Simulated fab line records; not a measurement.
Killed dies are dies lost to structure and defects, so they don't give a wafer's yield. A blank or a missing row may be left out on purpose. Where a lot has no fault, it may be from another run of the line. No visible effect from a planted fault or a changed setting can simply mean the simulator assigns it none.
Struck lot and sound lot, side by side	flow n5-finfet	37 out of 1938 route steps
Sound: these wafers, L581.1, L581.3, L581.5. Wafers struck: L587.3, L587.5, L587.6. Last of all comes the cause.
Per side, at each step with rows, come the tool, then ch with its chambers, and then its first start. Under that, the readings that differ: sound wafers	struck wafers	difference of the means	sigmas: that difference in standard deviations of wafers without a fault.
alike: readings with means less than 2 such deviations apart, plus words and numbers identical on both sides. not compared: withheld readings, readings lacking a value on some wafer, bounds such as >300 that could conceal the same value, and numbers that have no deviation in the record and whose values overlap.
The two part at a step that has a row with sigmas, a row that says differs or no value, or rows on one side only. Numbers that don't overlap but have no deviation are shown without sigmas and don't part them. A reading missing from all wafers of one side parts the sides only when that side holds two or more wafers.

first, 9 steps without rows for these wafers: N5_GATE_CUT_COAT_27 (time 60 s, resist thk 10 nm); N5_GATE_CUT_COAT_07 (resist thk 30 nm); N5_GATE_CUT_EBR_09; N5_GATE_CUT_SOFTBAKE_08 (time 60 s); N5_GATE_CUT_EXPOSE_10 (exposes mask GATE CUT, target cd 20 nm); N5_GATE_CUT_PEB_11 (peb time 60 s); N5_GATE_CUT_DEVELOP_12 (develop time 30 s); N5_GATE_CUT_DESCUM_18 (chemistry O2, time 7 s); N5_GATE_CUT_ETCH_28 (etches underlayer in N2/H2, target depth 13 nm, time 10.4 s).
N5_GATE_CUT_ETCH_36: etches SiARC in CF4, target depth 13 nm, time 21.7 s.
  sound on rie-diel-01 ch 0, day 7 01:56; struck on rie-diel-01 ch 0,1, day 8 13:34
  alike: drypump-motor-current-A, etch-rf-on-time-s, oes-product-au, rf-vpp-V, showerhead-plenum-p-Torr, throttle-valve-pct
  not compared: rf-hours-counter-h
then, 26 steps without rows for these wafers: N5_GATE_CUT_ETCH_37 (etches SOC in N2/H2, target depth 60 nm, overetch 12 nm, time 90 s); N5_GATE_CUT_STRIP_38 (strips in N2/H2); N5_GATE_CUT_STRIP_39 (strips in N2/H2); N5_GATE_CUT_HM_OPEN_40 (chemistry C4F6/O2, target SiO2, target depth 139 nm, time 85.1 s); N5_GATE_CUT_STRIP_41 (strips in CF4); N5_GATE_CUT_STRIP_42 (strips in O2); N5_GATE_CUT_ETCH_19 (etches SiNx in CH3F/O2, target depth 53.7 nm, time 76.7 s); N5_GATE_CUT_CUT_ETCH_53 (etches W in SF6/Cl2, target depth 79.2 nm); N5_GATE_CUT_CUT_ETCH_54 (etches TiN in Cl2/BCl3, target depth 96.7 nm); N5_GATE_CUT_CUT_ETCH_55 (etches HfO2 in BCl3, target depth 3.2 nm); N5_GATE_CUT_ETCH_47 (etches SiO2 in Cl2/BCl3, target depth 10 nm); N5_GATE_CUT_VAPOR_ETCH_48 (etches TiN in BCl3/Cl2); N5_GATE_CUT_VAPOR_ETCH_49 (etches TiAlC in BCl3/Cl2); N5_GATE_CUT_VAPOR_ETCH_51 (etches HfO2 in BCl3/Cl2); N5_GATE_CUT_STRIP_21 (strips in N2/H2, time 30 s); N5_GATE_CUT_STRIP_29 (strips in post etch residue remover, time 60 s); N5_GATE_CUT_SRD_52 (time 30 s); N5_GATE_CUT_ALD_22 (deposits SiNx, target thk 16 nm, pulse time 1 s, ald cycles 320); N5_GATE_CUT_CMP_23 (polishes, stops on SiO2, t overpolish 23.4 s, target thk 16 nm); N5_GATE_CUT_CMP_43 (polishes SiO2); N5_GATE_CUT_CMP_61 (polishes, stops on SiNx, t overpolish 3 s); N5_MOL_CONTACT_COAG_COAT_103 (time 60 s, resist thk 80 nm); N5_MOL_CONTACT_COAG_COAT_104 (time 60 s, resist thk 12 nm); N5_MOL_CONTACT_COAG_COAT_58 (time 60 s, resist thk 10 nm); N5_MOL_CONTACT_COAG_COAT_02 (resist thk 30 nm); N5_MOL_CONTACT_COAG_EBR_04.
-- the record jumps here: 10 days lie between the struck wafers' starts before and after (it left off in module MOL_CONTACT_COAG and takes up again in module PASSIVATION, whose first step shown is number 1936 of the route) --
N5_PASSIVATION_PROBE_49:
  record: rows for the struck wafers here (prober-02, day 18 20:28), none for the sound ones

WHERE THEY PART
Only at N5_PASSIVATION_PROBE_49, within this record.

WHY: the cause the simulator had injected
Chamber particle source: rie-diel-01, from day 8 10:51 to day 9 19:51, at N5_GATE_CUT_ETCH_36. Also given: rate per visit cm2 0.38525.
